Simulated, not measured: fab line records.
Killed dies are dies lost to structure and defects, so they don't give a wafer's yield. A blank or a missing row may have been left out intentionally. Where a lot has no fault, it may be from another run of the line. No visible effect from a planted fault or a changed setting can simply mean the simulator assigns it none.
A struck lot beside a sound one / flow n5 finfet / 15 steps out of a route of 1938
Sound: these wafers, L426.2, L426.3, L426.6. Struck: wafers L436.1, L436.3, L436.5. The cause comes at the end.
At each step with rows: each side's tool, then ch and its chambers, then its first start. Under that, the readings that differ: sound wafers / struck wafers / difference of the means / sigmas: that difference in standard deviations of wafers without a fault.
alike: a reading whose means differ by less than 2 such deviations, as well as words and numbers matching on both sides. not compared: withheld readings; readings where some wafer has no value; bounds like >300 that might hide an equal value; numbers whose values overlap and for which the record gives no deviation.
Wherever a step has rows on one side only, a row that says differs or no value, or a row with sigmas, the two part there. Numbers that don't overlap but have no deviation are shown without sigmas and don't part them. A reading missing from all wafers of one side parts the sides only when that side holds two or more wafers.

first, 2 steps without rows for these wafers: N5_BEOL_M0_SAQP_SRD_93 (time 30 s); N5_BEOL_M0_SAQP_RECESS_114 (chemistry HF/NH3, target SiO2, target depth 14.4 nm, afs cycles 3, sublimation time 60 s).
N5_BEOL_M0_SAQP_SPACER1_ALD_98: deposits SiO2, target thk 12.8 nm, pulse time 1 s, purge time 2 s.
  sound on ald sin-02 ch 0,1,3, day 6 06:40; struck on ald sin-03 ch 1,3, day 8 21:38
  alike: heater power w, precursor pulse height rel
  not compared: since wet clean h
then, 1 step without rows for these wafers: N5_BEOL_M0_SAQP_SPACER1_ETCHBACK_99 (etches SiO2 in CHF3/O2, target depth 15.4 nm, time 7.7 s).
N5_BEOL_M0_SAQP_MANDREL1_REMOVE_100: chemistry HBr/Cl2/O2, target a-Si, stops on SiNx, bt time 10 s.
  sound on rie si-04 ch 1,3, day 6 07:25; struck on rie si-01 ch 1,3, day 8 22:13
reading=throttle valve pct (%); sound=36.97 37.11 37.10; struck=36.70 36.56 36.72; difference=-0.40; sigmas=-2
  alike: drypump motor current A, mfc cl2 sccm, oes product au
  not compared: rf hours counter h
N5_BEOL_M0_SAQP_CD_MEAS_25: the cd target is 13.1 nm.
  sound on cd sem-02 ch 0, day 6 07:32; struck on cd sem-01 ch 0, day 8 22:19
  alike: cd nm
N5_BEOL_M0_SAQP_ETCH_101: etches SiNx in CH3F/O2, target depth 29.9 nm, time 42.7 s.
  sound on rie diel-05 ch 0,1,2, day 6 07:34; struck on rie diel-02 ch 0,1, day 8 22:21
  alike: CH3F_flow_sccm, bias w, drypump motor current A, oes_ar_750_au, oes product au, rf vpp V, showerhead plenum p Torr, throttle valve pct
  not compared: rf hours counter h
then, 1 step without rows for these wafers: N5_BEOL_M0_SAQP_ETCH_102 (etches SiO2 in CF4, target depth 4 nm, time 4.4 s).
N5_BEOL_M0_SAQP_MANDREL_ETCH_103: etches a-Si in HBr/Cl2, stops on SiCN, target depth 45 nm, bt time 10 s, time 27 s.
  sound on rie si-01 ch 0,1,3, day 6 07:43; struck on rie si-04 ch 0,3, day 8 22:30
  alike: bias w, drypump motor current A, mfc cl2 sccm, oes product au, throttle valve pct
  not compared: rf hours counter h
then, 2 steps without rows for these wafers: N5_BEOL_M0_SAQP_RECESS_104 (chemistry HF/NH3, target SiO2, target depth 18 nm, afs cycles 3, sublimation time 60 s); N5_BEOL_M0_SAQP_COAT_105 (time 60 s, resist thk 100 nm).
N5_BEOL_M0_SAQP_ETCH_106: etches SOC in N2/H2, stops on SiNx, target depth 150 nm.
  sound on rie diel-06 ch 0,1, day 6 08:14; struck on rie diel-05 ch 0,1,2, day 8 23:02
  alike: bias w, drypump motor current A, oes product au, rf vpp V, showerhead plenum p Torr, throttle valve pct
  not compared: rf hours counter h
N5_BEOL_M0_SAQP_ETCH_107: etches SiNx in CH3F/O2, target depth 30 nm.
  sound on rie diel-06 ch 0,1, day 6 08:18; struck on rie diel-05 ch 0,1,2, day 8 23:05
reading=bias w (W); sound=73.20 72.61 72.87; struck=55.05 54.59 54.73; difference=-18.10; sigmas=-82
reading=rf vpp V (V); sound=296.4 297.1 295.0; struck=236.6 234.3 238.6; difference=-59.7; sigmas=-26
reading=model.BEOL_M0_SAQP.feature depth nm (nm); sound=30.2 29.6 29.2; struck=27.4 26.8 26.8; difference=-2.7; sigmas=
  alike: CH3F_flow_sccm, drypump motor current A, oes_ar_750_au, oes product au, showerhead plenum p Torr, throttle valve pct
  not compared: rf hours counter h
then, 1 step without rows for these wafers: N5_BEOL_M0_SAQP_STRIP_108 (strips in N2/H2).
-- here the record skips 2 days between the struck wafers' starts before and after, leaving off in module BEOL_M0_SAQP and picking up in module BEOL_M4 (first step shown: number 1111 of the route) --
N5_BEOL_M4_RC_MEAS_101:
  sound on prober-01 ch 0, day 9 02:55; struck on prober-02 ch 0, day 11 07:45
reading=DIBL_N (mV/V); sound=35.8 34.7 35.6; struck=37.7 38.3 38.0; difference=+2.6; sigmas=+2
  alike: DIBL_P, IOFF_N, IOFF_P, ION_N, ION_P, SS_N, SS_P, VT_N, VT_P

WHERE THEY PART
Earliest at N5_BEOL_M0_SAQP_MANDREL1_REMOVE_100; latest, in this record, at N5_BEOL_M4_RC_MEAS_101.

WHY: the cause the simulator had injected
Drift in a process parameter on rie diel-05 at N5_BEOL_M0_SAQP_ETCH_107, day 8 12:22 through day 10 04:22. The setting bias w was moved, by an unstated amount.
